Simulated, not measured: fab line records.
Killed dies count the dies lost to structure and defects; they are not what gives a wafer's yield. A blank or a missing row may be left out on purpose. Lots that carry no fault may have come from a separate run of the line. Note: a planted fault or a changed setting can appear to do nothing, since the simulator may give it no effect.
Code-filled problem report in 8D (eight disciplines) form    flow nand harc    the parts of the form that need people (team, actions taken, sign-off) are left out

## 1. WHAT WENT WRONG
A mean of 135 is read at NHARC_END_SORT_01 for killed dies, taken on 1 wafer of 1 lot, against 48 (standard deviation 16) on wafers free of any fault. Measured from the usual mean, that is +5.4 standard deviations.
Seen first at day 28 19:52 on prober-02, wafer L772.1. The record holds 1 wafer of 1 lot with a number at this step. Rule for "out", or "out of limits": more than 4 standard deviations from the usual mean. All remaining wafers that have a number are taken as sound.

## 2. WHAT IT IS, WHAT IT ISN'T
question                     is                            is not
which readings at this step  killed dies, killed at array  killed at periphery, killed open
which lots                   L772                          -
which wafers of those lots   all that have a number        -
read on which gauges         prober-02                     -
when                         from day 28 19:52             up to then (0 sound wafers)

## 3. WHAT RULES OUT EACH SUSPECT
Counting: a tool at a process step up to the reading stays a suspect if it ran every lot that is out and no sound lot after the first of them.
- the gauge at NHARC_END_SORT_01: kept. All the wafers that are out were read on prober-02, and no step on other tools shows them out.
- rie diel-10 at NHARC_A_STAIRCASE_HM_OPEN_460 (chemistry O2/COS): kept. It ran the lot that is out, L772 (day 21 10:22), and no sound lot after that. NHARC_A_STAIRCASE_HM_OPEN_460 gives no start for some lots, so the hours and the order of its lots are those of NHARC_A_STAIRCASE_PRECLEAN_297.
- wet bench-04 at NHARC_A_STAIRCASE_PRECLEAN_297 (cleans in SC1): kept. It ran the lot that is out, L772 (day 21 10:22), and no sound lot after that.
- acl dep-01 at NHARC_A_STAIRCASE_HM_DEP_462 (deposits aC, target thk 800 nm): kept. It ran the lot that is out, L772 (day 21 10:53), and no sound lot after that.
- pecvd-02 at NHARC_A_STAIRCASE_DEP_301 (deposits SiON, target thk 30 nm): kept. It ran the lot that is out, L772 (day 21 12:45), and no sound lot after that.
- rie diel-10 at NHARC_A_STAIRCASE_ETCH_315 (etches the open film in C4F8/O2/Ar, target depth 2500 nm, time 607.1 s): kept. It ran the lot that is out, L772 (day 21 15:26), and no sound lot after that. NHARC_A_STAIRCASE_ETCH_315 gives no start for some lots, so the hours and the order of its lots are those of NHARC_A_STAIRCASE_ALD_415.
- ald hk-02 at NHARC_A_STAIRCASE_ALD_415 (deposits SiO2, target thk 30 nm, pulse time 6 s, ald cycles 300): kept. It ran the lot that is out, L772 (day 21 15:26), and no sound lot after that.
Left after counting: rie diel-10 at NHARC_A_STAIRCASE_HM_OPEN_460, wet bench-04 at NHARC_A_STAIRCASE_PRECLEAN_297, acl dep-01 at NHARC_A_STAIRCASE_HM_DEP_462, pecvd-02 at NHARC_A_STAIRCASE_DEP_301, rie diel-10 at NHARC_A_STAIRCASE_ETCH_315, ald hk-02 at NHARC_A_STAIRCASE_ALD_415, prober-02 at NHARC_END_SORT_01.

## 4. THE CAUSE (what the simulator had put in)
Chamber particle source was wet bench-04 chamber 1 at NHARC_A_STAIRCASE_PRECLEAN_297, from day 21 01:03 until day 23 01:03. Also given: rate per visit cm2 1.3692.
After counting, 7 suspects remain, this tool included.

## 5. THE CHAIN OF EFFECTS, in route order
One row per reading whose mean, taken over the struck wafers that have a number, lies over 3 standard deviations from the usual. Readings are gone through only where the record gives a usual standard deviation; hours: the median, over the lots, of the time from a lot's start at the first step in this table giving one to that lot's start at this step; sigmas: the change measured in usual standard deviations.
hours  step               reading          usual  on struck wafers  change  sigmas
0      NHARC_END_SORT_01  killed at array  44     129               +85     +5.3
0      NHARC_END_SORT_01  killed dies      48     135               +87     +5.4

## 6. WHAT WOULD HAVE CAUGHT IT SOONER
In this record the first reading out of limits at a measuring or inspecting step was taken at day 28 19:52, 187 hours after the fault began at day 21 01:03.
Of the tool readings at NHARC_A_STAIRCASE_PRECLEAN_297 for which the record gives a usual standard deviation, none was out on any struck wafer, so an alarm limit of 4 standard deviations on them would not have fired.
The start of NHARC_A_STAIRCASE_PRECLEAN_297 on wet bench-04 came by day 28 19:52 for every one of the lots that are out (1). None of them would have been spared by holding the tool at that moment.
